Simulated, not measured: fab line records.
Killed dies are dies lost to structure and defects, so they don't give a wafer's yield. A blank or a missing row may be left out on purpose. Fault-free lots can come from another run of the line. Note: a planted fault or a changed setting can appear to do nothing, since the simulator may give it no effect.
Split-lot experiment + flow n5Finfet + 7 lots, 21 wafers read, on a route of 1938 steps

## THE SPLIT ITSELF
At N5_WELL_APT_EXPOSE_22 (exposes mask PWELL, defocus 0 nm, target cd 200 nm), the setting doseMj was moved away from the recipe's 23.2 on 7 of the 21 wafers read, by -7.4% to +6.3%. This setting was run at the recipe's value on the other wafers.

## FROM THE SPLIT TO THE READING: what the file shows between them, 3 steps
- N5_WELL_APT_PEB_23: peb time 90 s (also split here: pebTimeS)
- N5_WELL_APT_DEVELOP_24: develop time 45 s
- N5_WELL_APT_HARDBAKE_29: time 120 s

## THE READING
cdNm (nm) at N5_WELL_APT_CD_MEAS_25, where the cd target is 200 nm. On this fab line, fault-free wafers typically give 198.9 nm with a standard deviation of 2.4 nm.

| wafer  | tool, chamber at the split | doseMj as run | against the recipe | cdNm, nm | against lot-mates on the recipe |
|--------|----------------------------|---------------|--------------------|----------|---------------------------------|
| L075.1 | krfScanner-02, 0           | 21.49         | -7.4%              | 188.8    | -13.8                           |
| L075.5 | krfScanner-02, 0           | 23.2          | recipe             | 202.6    | -                               |
| L075.6 | krfScanner-02, 0           | 21.49         | -7.4%              | 179.7    | -22.9                           |
| L080.1 | krfScanner-02, 0           | 23.2          | recipe             | 200.3    | -                               |
| L080.3 | krfScanner-02, 0           | 23.2          | recipe             | 197.7    | -                               |
| L080.4 | krfScanner-02, 0           | 23.2          | recipe             | 201.3    | -                               |
| L081.1 | krfScanner-02, 0           | 23.78         | +2.5%              | 195.7    | +1.3                            |
| L081.5 | krfScanner-02, 0           | 23.78         | +2.5%              | 195.4    | +1.0                            |
| L081.6 | krfScanner-02, 0           | 23.2          | recipe             | 194.4    | -                               |
| L083.2 | krfScanner-02, 0           | 24.67         | +6.3%              | 212.1    | +21.7                           |
| L083.3 | krfScanner-02, 0           | 23.2          | recipe             | 190.8    | -                               |
| L083.5 | krfScanner-02, 0           | 23.2          | recipe             | 190.1    | -                               |
| L085.1 | krfScanner-02, 0           | 23.2          | recipe             | 195.8    | -                               |
| L085.3 | krfScanner-02, 0           | 22.14         | -4.6%              | 183.2    | -12.4                           |
| L085.6 | krfScanner-02, 0           | 23.2          | recipe             | 195.3    | -                               |
| L088.1 | krfScanner-01, 0           | 23.2          | recipe             | 198.8    | -                               |
| L088.2 | krfScanner-01, 0           | 23.2          | recipe             | 197.7    | -                               |
| L088.3 | krfScanner-01, 0           | 23.2          | recipe             | 198.9    | -                               |
| L097.1 | krfScanner-02, 0           | 23.2          | recipe             | 194.0    | -                               |
| L097.5 | krfScanner-02, 0           | 23.2          | recipe             | 189.3    | -                               |
| L097.6 | krfScanner-02, 0           | 24.27         | +4.6%              | 207.4    | +15.8                           |

THE FIT
A straight line over all 21 wafers: cdNm changes by +1.89 nm for each +1% of doseMj; r = +0.81; the points scatter about the line by 4.4 nm.
The same after taking each lot's own level away (the mean of its wafers on the recipe; 21 wafers): +2.67 nm for each +1%; r = +0.95; scatter 2.9 nm.
That fit puts the effect of the largest move of doseMj on the reading at 20 nm.
From 190.45 to 202.60 nm: that is the span of the lots' own levels, equal to 5.1 times the standard deviation above.
So the lot-to-lot level changes the slope: the two fits differ.
Check: -22.2 nm against its lot-mates is what the line predicts for one of the wafers moved furthest among these (-7.4%) when that wafer is left out of the fit. It came out at -13.8 nm against them.

## FURTHER SPLITS ON THESE WAFERS
These wafers also went through other splits before the reading. Each is held against what the fit with the lots' levels taken away leaves over:
| other split on the same wafers | wafers away from the commonest value | r with cdNm (lot level and that fit taken away) |
|--------------------------------|--------------------------------------|-------------------------------------------------|
| N5_WELL_APT_COAT_02 spinRpm    | 3                                    | +0.09                                           |
| N5_WELL_APT_PEB_23 pebTimeS    | 9                                    | +0.51                                           |

## THE WHOLE CHAIN: every reading that the file lists as answering this split, in the file's order
| step                   | what it does             | reading                                                        | change (the file's fit)              | r (the file's) |
|------------------------|--------------------------|----------------------------------------------------------------|--------------------------------------|----------------|
| N5_WELL_APT_CD_MEAS_25 | target cd 200 nm         | cdNm                                                           | +2.83 nm for each +1% of the setting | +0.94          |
| N5_WELL_APT_DESCUM_30  | chemistry O2, time 7.9 s | WELL_APT.cdNm (the simulator's own value, which no gauge read) | +2.83 nm for each +1% of the setting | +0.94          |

## THE FILE'S OWN FIT
cdNm changes by +2.83 nm for each +1% of doseMj, r = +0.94.
